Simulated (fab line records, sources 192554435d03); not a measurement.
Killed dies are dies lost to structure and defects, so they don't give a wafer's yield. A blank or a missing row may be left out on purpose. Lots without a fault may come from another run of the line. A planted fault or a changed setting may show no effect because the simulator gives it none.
Chamber matching | flow n5_finfet | N5_HKMG_FIN_ALD_21 on ald_metal-01: 4 sister chambers
The step deposits TiN, target thk 1.5 nm, pulse time 1 s, purge time 3 s. 30 wafers are shown with their chamber, then 12 later ones without.

WAFERS WITH THEIR CHAMBER
wafer  | chamber | heater_power_w (W) | precursor_pulse_height_rel
L074.2 | 1       | 938                | 0.997
L074.3 | 2       | 948                | 1.001
L074.5 | 0       | 914                | 0.976
L077.1 | 2       | 961                | 0.991
L077.2 | 1       | 952                | 0.992
L077.5 | 3       | 865                | 0.995
L078.2 | 0       | 906                | 1.026
L078.3 | 1       | 969                | 1.010
L078.6 | 1       | 952                | 1.032
L081.1 | 3       | 852                | 0.985
L081.2 | 0       | 928                | 0.997
L081.4 | 2       | 940                | 0.983
L082.1 | 3       | 855                | 1.020
L082.2 | 2       | 966                | 0.999
L082.5 | 0       | 922                | 0.994
L084.2 | 0       | 905                | 0.977
L084.4 | 3       | 830                | 0.950
L084.6 | 3       | 849                | 0.999
L090.1 | 0       | 894                | 0.982
L090.2 | 2       | 961                | 1.012
L090.4 | 3       | 843                | 0.997
L093.1 | 1       | 943                | 1.007
L093.2 | 0       | 912                | 1.017
L093.3 | 2       | 978                | 1.017
L093.4 | 3       | 852                | 0.973
L093.5 | 0       | 904                | 1.030
L093.6 | 1       | 958                | 0.958
L094.1 | 1       | 941                | 0.963
L094.2 | 0       | 906                | 1.012
L094.3 | 2       | 975                | 0.975

SIGNATURES (means of the wafers above)
reading                    | chamber 0 | chamber 1 | chamber 2 | chamber 3 | scatter within a chamber
heater_power_w             | 910.11    | 950.43    | 961.29    | 849.43    | 11.4
precursor_pulse_height_rel | 1.00122   | 0.99414   | 0.99686   | 0.98843   | 0.0214
Rule: a wafer's distance from a chamber is the root of the sum, over the readings, of the square of ((its reading less the chamber's mean) divided by the reading's scatter). The wafer belongs to the nearest chamber; if the next one is less than 2 further off, it can't be placed. The scatter: the root of (the sum of the squares of (reading less its chamber's mean) over the shown wafers, divided by (wafers less chambers)).

WAFERS WITHOUT THEIR CHAMBER
wafer  | heater_power_w (W) | precursor_pulse_height_rel
L094.4 | 848                | 0.988
L094.5 | 853                | 0.971
L094.6 | 905                | 0.989
L095.1 | 959                | 1.029
L095.5 | 972                | 1.014
L095.6 | 984                | 1.017
L097.1 | 838                | 1.024
L097.2 | 936                | 1.010
L097.3 | 964                | 0.999
L097.4 | 899                | 0.976
L097.5 | 926                | 0.986
L097.6 | 956                | 1.001

WHICH CHAMBER EACH WENT THROUGH
wafer  | from the rows above          | in truth
L094.4 | 3                            | 3
L094.5 | 3                            | 3
L094.6 | 0                            | 0
L095.1 | can't be placed: 2 or 1      | 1
L095.5 | can't be placed: 2 or 1      | 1
L095.6 | can't be placed: 2 or 1      | 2
L097.1 | 3                            | 3
L097.2 | can't be placed: 1 or 2 or 0 | 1
L097.3 | can't be placed: 2 or 1      | 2
L097.4 | 0                            | 0
L097.5 | can't be placed: 0 or 1 or 2 | 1
L097.6 | can't be placed: 2 or 1      | 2
Placed correctly: 5 of 12. Can't be placed from these rows: 7 (the true chamber is among the candidates in 7). Placed wrongly: 0.
